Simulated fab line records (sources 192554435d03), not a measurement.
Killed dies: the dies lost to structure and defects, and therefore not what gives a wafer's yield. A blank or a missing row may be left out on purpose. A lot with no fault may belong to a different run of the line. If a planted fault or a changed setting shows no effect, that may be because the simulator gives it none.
Which tool did it?	flow n5-finfet	11 lots, 33 wafers sampled, at 1 step of a route of 1938

## WHAT EACH GAUGE READ, for each wafer
N5_BEOL_M10_OVL_MEAS_12.
lot	measured	on	M10_OVL (nm)
L794	day 9 18:26	overlay-02	-1.0 -2.2 -2.0
L797	day 10 19:27	overlay-02	-0.1 -0.7 -0.4
L798	day 11 05:44	overlay-01	-0.3 -0.1 -0.4
L801	day 12 03:03	overlay-02	-0.6 -0.7 -0.3
L807	day 14 01:01	overlay-02	-1.4 -1.9 -2.1
L808	day 14 04:07	overlay-01	-0.9 -0.3 -0.3
L810	day 14 06:41	overlay-02	-1.2 -0.5 -1.3
L809	day 14 07:08	overlay-02	-1.8 -1.7 -1.3
L811	day 14 20:03	overlay-02	-0.5 0.1 0.0
L816	day 16 08:52	overlay-02	-0.2 -1.0 0.7
L817	day 16 23:20	overlay-02	-0.7 -1.0 -1.1

## WHAT TOOL EACH LOT RAN ON (gives the tool, then ch and the chambers of the sampled wafers, and finally the start)
Record: no process step prior to these readings.

## THE ANSWER, worked out from the rows above alone
Rule: what is usual is taken from the lots themselves. Put in order of their means at a reading, lots are off if they are a third of the lots or fewer, leave a main group of 4 or more, and stand apart from it by a gap of 3 or more times the standard deviation of the main group's means; of several such gaps the widest counts. A main group is skipped when, at the precision printed for the reading in the tables above, its means are all equal. Also off: a lot with no number at a reading for which 4 or more lots have one. Any other lot the step has rows for is counted as sound.
None of the lots is off at any reading shown; this tells nothing.

## WHAT THE SIMULATOR PUT IN
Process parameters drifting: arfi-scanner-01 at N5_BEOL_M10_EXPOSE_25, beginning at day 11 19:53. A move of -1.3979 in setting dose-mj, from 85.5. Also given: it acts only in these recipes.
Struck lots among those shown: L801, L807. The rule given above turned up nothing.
